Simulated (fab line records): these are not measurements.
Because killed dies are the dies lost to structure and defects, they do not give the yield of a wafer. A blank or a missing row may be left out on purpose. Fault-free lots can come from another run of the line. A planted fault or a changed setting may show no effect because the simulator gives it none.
Comparing a struck lot with a sound one / flow n5-finfet / 15 steps out of a route of 1938
Sound: the wafers L762.3, L762.4, L762.6. Struck: wafer L772.2. (L772.3, L772.4 of the same lot were not struck and are left out.) The cause comes at the end.
At each step with rows: each side's tool, then ch and its chambers, then its first start. Under that, the readings that differ: sound wafers / struck wafers / difference of the means / sigmas: that difference in standard deviations of wafers without a fault.
alike: readings whose means differ by less than 2 such deviations, and words and numbers that are the same on both sides. not compared: withheld readings, readings that some wafer has no value for, bounds like >300 that may hide the same value, and numbers for which the record gives no deviation and whose values overlap.
Wherever a step has rows on one side only, a row that says differs or no value, or a row with sigmas, the two part there. Numbers that don't overlap but have no deviation are shown without sigmas and don't part them. Lack of a reading on every wafer of one side parts them only where that side has two or more wafers.

first, 2 steps without rows for these wafers: N5_BEOL_M0_SAQP_SRD_93 (time 30 s); N5_BEOL_M0_SAQP_RECESS_114 (chemistry HF/NH3, target SiO2, target depth 14.4 nm, afs cycles 3, sublimation time 60 s).
N5_BEOL_M0_SAQP_SPACER1_ALD_98: deposits SiO2, target thk 12.8 nm, pulse time 1 s, purge time 2 s.
  sound on ald-sin-02 ch 0,1,2, day 6 05:46; struck on ald-sin-01 ch 3, day 8 18:53
  alike: heater-power-w, precursor-pulse-height-rel
N5_BEOL_M0_SAQP_SPACER1_ETCHBACK_99: etches SiO2 in CHF3/O2, target depth 15.4 nm, time 7.7 s.
  sound on rie-diel-05 ch 0,2,3, day 6 06:15; struck on rie-diel-02 ch 1, day 8 19:21
  alike: drypump-motor-current-A, oes_ar_750_au, oes-product-au, rf-vpp-V, showerhead-plenum-p-Torr, throttle-valve-pct
  not compared: rf-hours-counter-h
N5_BEOL_M0_SAQP_MANDREL1_REMOVE_100: chemistry HBr/Cl2/O2, target a-Si, stops on SiNx, bt time 10 s.
  sound on rie-si-02 ch 0,3, day 6 06:20; struck on rie-si-01 ch 3, day 8 19:26
  alike: drypump-motor-current-A, oes-product-au, throttle-valve-pct
  not compared: rf-hours-counter-h
N5_BEOL_M0_SAQP_CD_MEAS_25 targets a cd of 13.1 nm.
  sound on cd-sem-01 ch 0, day 6 06:27; struck on cd-sem-02 ch 0, day 8 19:33
  alike: cd-nm
then, 3 steps without rows for these wafers: N5_BEOL_M0_SAQP_ETCH_101 (etches SiNx in CH3F/O2, target depth 29.9 nm, time 42.7 s); N5_BEOL_M0_SAQP_ETCH_102 (etches SiO2 in CF4, target depth 4 nm, time 4.4 s); N5_BEOL_M0_SAQP_MANDREL_ETCH_103 (etches a-Si in HBr/Cl2, stops on SiCN, target depth 45 nm, bt time 10 s, time 27 s).
N5_BEOL_M0_SAQP_RECESS_104: chemistry HF/NH3, target SiO2, target depth 18 nm, afs cycles 3, sublimation time 60 s.
  sound on vapor-etch-01 ch 0,1, day 6 06:49; struck on vapor-etch-02 ch 1, day 8 19:49
  alike: drypump-motor-current-A
then, 1 step without rows for these wafers: N5_BEOL_M0_SAQP_COAT_105 (time 60 s, resist thk 100 nm).
N5_BEOL_M0_SAQP_ETCH_106: etches SOC in N2/H2, stops on SiNx, target depth 150 nm.
  sound on rie-diel-05 ch 0,1,2, day 6 07:09; struck on rie-diel-05 ch 2, day 8 20:16
  alike: drypump-motor-current-A, oes-product-au, rf-vpp-V, showerhead-plenum-p-Torr, throttle-valve-pct
  not compared: rf-hours-counter-h
N5_BEOL_M0_SAQP_ETCH_107: etches SiNx in CH3F/O2, target depth 30 nm.
  sound on rie-diel-05 ch 0,1,2, day 6 07:13; struck on rie-diel-05 ch 2, day 8 20:19
reading=oes-product-au (a.u.); sound=0.73 0.88 0.87; struck=1.20; difference=+0.37; sigmas=+5
reading=model.BEOL_M0_SAQP.feature-depth-nm (nm); sound=30.4 30.6 30.6; struck=50.4; difference=+19.9; sigmas=
reading=model.SOC_of_BEOL_M0_SAQP_COAT_105.thk-nm (nm); sound=10 10.4 10.4; struck=2.4; difference=-7.9; sigmas=
  alike: drypump-motor-current-A, oes_ar_750_au, rf-vpp-V, showerhead-plenum-p-Torr, throttle-valve-pct
  not compared: rf-hours-counter-h
then, 1 step without rows for these wafers: N5_BEOL_M0_SAQP_STRIP_108 (strips in N2/H2).
-- record jumps: 4 days separate the struck wafers' starts on either side; left off in module BEOL_M0_SAQP, taken up again in module BEOL_M4, whose first shown step is the route's number 1111 --
N5_BEOL_M4_RC_MEAS_101:
  sound on prober-01 ch 0, day 9 16:58; struck on prober-01 ch 0, day 13 01:38
reading=DIBL_N (mV/V); sound=35.2 35.3 35.2; struck=39.4; difference=+4.2; sigmas=+2
reading=DIBL_P (mV/V); sound=35.4 35.8 34.8; struck=39.8; difference=+4.5; sigmas=+2
reading=SS_N (mV/dec); sound=71.9 71.5 70.9; struck=72.7; difference=+1.3; sigmas=+2
  alike: IOFF_N, IOFF_P, ION_N, ION_P, SS_P, VT_N, VT_P

== WHERE THEY PART ==
Earliest at N5_BEOL_M0_SAQP_ETCH_107; latest, in this record, at N5_BEOL_M4_RC_MEAS_101.

WHY: the cause the simulator had injected
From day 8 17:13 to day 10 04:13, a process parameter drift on rie-diel-05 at N5_BEOL_M0_SAQP_ETCH_107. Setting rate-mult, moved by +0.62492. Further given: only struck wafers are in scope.
